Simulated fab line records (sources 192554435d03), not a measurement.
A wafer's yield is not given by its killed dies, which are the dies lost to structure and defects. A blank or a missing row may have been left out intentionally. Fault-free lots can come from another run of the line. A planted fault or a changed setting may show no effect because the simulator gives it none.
Split-lot trial || flow n5_finfet || route with 1938 steps; 7 lots, 21 wafers read

## ABOUT THE SPLIT
At N5_BEOL_M10_COAT_64 (time 60 s, resist thk 30 nm), the setting spin_rpm was moved away from the recipe's 1500 rpm on 8 of the 21 wafers read, by -10.5% to +9.6%. This setting was run at the recipe's value on the other wafers.

## FROM THE SPLIT TO THE READING: what the file shows between them, 5 steps
- N5_BEOL_M10_COAT_22: resist thk 90 nm (also split here: spin_rpm)
- N5_BEOL_M10_EBR_24
- N5_BEOL_M10_SOFTBAKE_23: time 60 s
- N5_BEOL_M10_DESCUM_33: chemistry O2, time 7.9 s
- N5_BEOL_M10_ETCH_65: etches SiARC in CF4, target depth 39 nm, time 65 s

## THE READING
SiARC_of_BEOL_M10_COAT_64.thk_nm (the simulator's own value, which no gauge read), in nm, at N5_BEOL_M10_ETCH_66 (etches SOC in N2/H2, target depth 120 nm, overetch 24 nm, time 180 s). The file gives no usual value for it. Here, 13 wafers ran the recipe; their average is 22.8 nm with a standard deviation of 0.25 nm.

{"wafer": "L076.2", "tool, chamber at the split": "litho_track-05, 0", "spin_rpm as run, rpm": 1500, "against the recipe": "recipe", "SiARC_of_BEOL_M10_COAT_64.thk_nm, nm": 22.6, "against lot-mates on the recipe": "-"}
{"wafer": "L076.4", "tool, chamber at the split": "litho_track-05, 0", "spin_rpm as run, rpm": 1500, "against the recipe": "recipe", "SiARC_of_BEOL_M10_COAT_64.thk_nm, nm": 22.8, "against lot-mates on the recipe": "-"}
{"wafer": "L076.5", "tool, chamber at the split": "litho_track-05, 0", "spin_rpm as run, rpm": 1500, "against the recipe": "recipe", "SiARC_of_BEOL_M10_COAT_64.thk_nm, nm": 23, "against lot-mates on the recipe": "-"}
{"wafer": "L078.4", "tool, chamber at the split": "litho_track-05, 0", "spin_rpm as run, rpm": 1644, "against the recipe": "+9.6%", "SiARC_of_BEOL_M10_COAT_64.thk_nm, nm": 21.6, "against lot-mates on the recipe": -1.2}
{"wafer": "L078.5", "tool, chamber at the split": "litho_track-05, 0", "spin_rpm as run, rpm": 1500, "against the recipe": "recipe", "SiARC_of_BEOL_M10_COAT_64.thk_nm, nm": 22.6, "against lot-mates on the recipe": "-"}
{"wafer": "L078.6", "tool, chamber at the split": "litho_track-05, 0", "spin_rpm as run, rpm": 1500, "against the recipe": "recipe", "SiARC_of_BEOL_M10_COAT_64.thk_nm, nm": 23, "against lot-mates on the recipe": "-"}
{"wafer": "L080.2", "tool, chamber at the split": "litho_track-01, 0", "spin_rpm as run, rpm": 1382, "against the recipe": "-7.9%", "SiARC_of_BEOL_M10_COAT_64.thk_nm, nm": 24, "against lot-mates on the recipe": "+1.8"}
{"wafer": "L080.3", "tool, chamber at the split": "litho_track-01, 0", "spin_rpm as run, rpm": 1500, "against the recipe": "recipe", "SiARC_of_BEOL_M10_COAT_64.thk_nm, nm": 22.2, "against lot-mates on the recipe": "-"}
{"wafer": "L080.4", "tool, chamber at the split": "litho_track-01, 0", "spin_rpm as run, rpm": 1382, "against the recipe": "-7.9%", "SiARC_of_BEOL_M10_COAT_64.thk_nm, nm": 23.6, "against lot-mates on the recipe": "+1.4"}
{"wafer": "L088.1", "tool, chamber at the split": "litho_track-02, 0", "spin_rpm as run, rpm": 1343, "against the recipe": "-10.5%", "SiARC_of_BEOL_M10_COAT_64.thk_nm, nm": 24.6, "against lot-mates on the recipe": "+2.2"}
{"wafer": "L088.2", "tool, chamber at the split": "litho_track-02, 0", "spin_rpm as run, rpm": 1500, "against the recipe": "recipe", "SiARC_of_BEOL_M10_COAT_64.thk_nm, nm": 22.4, "against lot-mates on the recipe": "-"}
{"wafer": "L088.4", "tool, chamber at the split": "litho_track-02, 0", "spin_rpm as run, rpm": 1343, "against the recipe": "-10.5%", "SiARC_of_BEOL_M10_COAT_64.thk_nm, nm": 24.2, "against lot-mates on the recipe": "+1.8"}
{"wafer": "L089.1", "tool, chamber at the split": "litho_track-05, 0", "spin_rpm as run, rpm": 1500, "against the recipe": "recipe", "SiARC_of_BEOL_M10_COAT_64.thk_nm, nm": 23, "against lot-mates on the recipe": "-"}
{"wafer": "L089.4", "tool, chamber at the split": "litho_track-05, 0", "spin_rpm as run, rpm": 1500, "against the recipe": "recipe", "SiARC_of_BEOL_M10_COAT_64.thk_nm, nm": 23, "against lot-mates on the recipe": "-"}
{"wafer": "L089.3", "tool, chamber at the split": "litho_track-05, 0", "spin_rpm as run, rpm": 1500, "against the recipe": "recipe", "SiARC_of_BEOL_M10_COAT_64.thk_nm, nm": 22.8, "against lot-mates on the recipe": "-"}
{"wafer": "L087.1", "tool, chamber at the split": "litho_track-01, 0", "spin_rpm as run, rpm": 1592, "against the recipe": "+6.1%", "SiARC_of_BEOL_M10_COAT_64.thk_nm, nm": 21.6, "against lot-mates on the recipe": -1.0}
{"wafer": "L087.2", "tool, chamber at the split": "litho_track-01, 0", "spin_rpm as run, rpm": 1592, "against the recipe": "+6.1%", "SiARC_of_BEOL_M10_COAT_64.thk_nm, nm": 21.4, "against lot-mates on the recipe": -1.2}
{"wafer": "L087.5", "tool, chamber at the split": "litho_track-01, 0", "spin_rpm as run, rpm": 1500, "against the recipe": "recipe", "SiARC_of_BEOL_M10_COAT_64.thk_nm, nm": 22.6, "against lot-mates on the recipe": "-"}
{"wafer": "L097.1", "tool, chamber at the split": "litho_track-05, 0", "spin_rpm as run, rpm": 1500, "against the recipe": "recipe", "SiARC_of_BEOL_M10_COAT_64.thk_nm, nm": 22.8, "against lot-mates on the recipe": "-"}
{"wafer": "L097.3", "tool, chamber at the split": "litho_track-05, 0", "spin_rpm as run, rpm": 1500, "against the recipe": "recipe", "SiARC_of_BEOL_M10_COAT_64.thk_nm, nm": 23, "against lot-mates on the recipe": "-"}
{"wafer": "L097.5", "tool, chamber at the split": "litho_track-05, 0", "spin_rpm as run, rpm": 1599, "against the recipe": "+6.6%", "SiARC_of_BEOL_M10_COAT_64.thk_nm, nm": 22, "against lot-mates on the recipe": -0.9}

THE FIT
A straight line over all 21 wafers: SiARC_of_BEOL_M10_COAT_64.thk_nm changes by -0.149 nm for each +1% of spin_rpm; r = -0.95; the points scatter about the line by 0.27 nm.
The same after taking each lot's own level away (the mean of its wafers on the recipe; 21 wafers): -0.176 nm for each +1%; r = -0.98; scatter 0.2 nm.
Per that fit: largest spin_rpm move, reading shift of 1.8 nm.
From 22.20 to 22.93 nm: that is the span of the lots' own levels, equal to 2.9 times the standard deviation above.
So the slope is not independent of the lot-to-lot level: the two fits are not the same.
Check: with one of the wafers moved furthest among these (-10.5%) left out of the fit, the line predicts +1.82 nm for it against its lot-mates. Against them it came out at +2.2 nm.

## OTHER SPLITS APPLIED TO THESE WAFERS
Before the reading, these wafers also passed through other splits. Each is held against what the fit with the lots' levels taken away leaves over:
{"other split on the same wafers": "N5_BEOL_M8_EXPOSE_25 dose_mj", "wafers away from the commonest value": 9, "r with SiARC_of_BEOL_M10_COAT_64.thk_nm (lot level and that fit taken away)": -0.08}
{"other split on the same wafers": "N5_BEOL_M10_COAT_22 spin_rpm", "wafers away from the commonest value": 10, "r with SiARC_of_BEOL_M10_COAT_64.thk_nm (lot level and that fit taken away)": "+0.23"}

## THE WHOLE CHAIN: every reading that the file lists as answering this split, in the file's order
{"step": "N5_BEOL_M10_COAT_64", "what it does": "time 60 s, resist thk 30 nm", "reading": "SiARC_of_BEOL_M10_COAT_64.thk_nm (the simulator's own value, which no gauge read)", "change (the file's fit)": "-0.156 nm for each +1% of the setting", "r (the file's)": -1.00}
{"step": "N5_BEOL_M10_ETCH_65", "what it does": "etches SiARC in CF4, target depth 39 nm, time 65 s", "reading": "etch.depth_nm (the simulator's own value, which no gauge read)", "change (the file's fit)": "-0.155 nm for each +1% of the setting", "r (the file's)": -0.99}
{"step": "N5_BEOL_M10_ETCH_66", "what it does": "etches SOC in N2/H2, target depth 120 nm, overetch 24 nm, time 180 s", "reading": "SiARC_of_BEOL_M10_COAT_64.thk_nm (the simulator's own value, which no gauge read)", "change (the file's fit)": "-0.167 nm for each +1% of the setting", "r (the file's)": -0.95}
{"step": "N5_BEOL_M10_ETCH_65", "what it does": "etches SiARC in CF4, target depth 39 nm, time 65 s", "reading": "CAR-ArF_of_BEOL_M10_COAT_22.thk_nm (the simulator's own value, which no gauge read)", "change (the file's fit)": "+0.13 nm for each +1% of the setting, in a fit together with spin_rpm@BEOL_M10_COAT_22", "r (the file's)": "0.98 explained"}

## THE FILE'S OWN FIT
SiARC_of_BEOL_M10_COAT_64.thk_nm changes by -0.167 nm for each +1% of spin_rpm, r = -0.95.
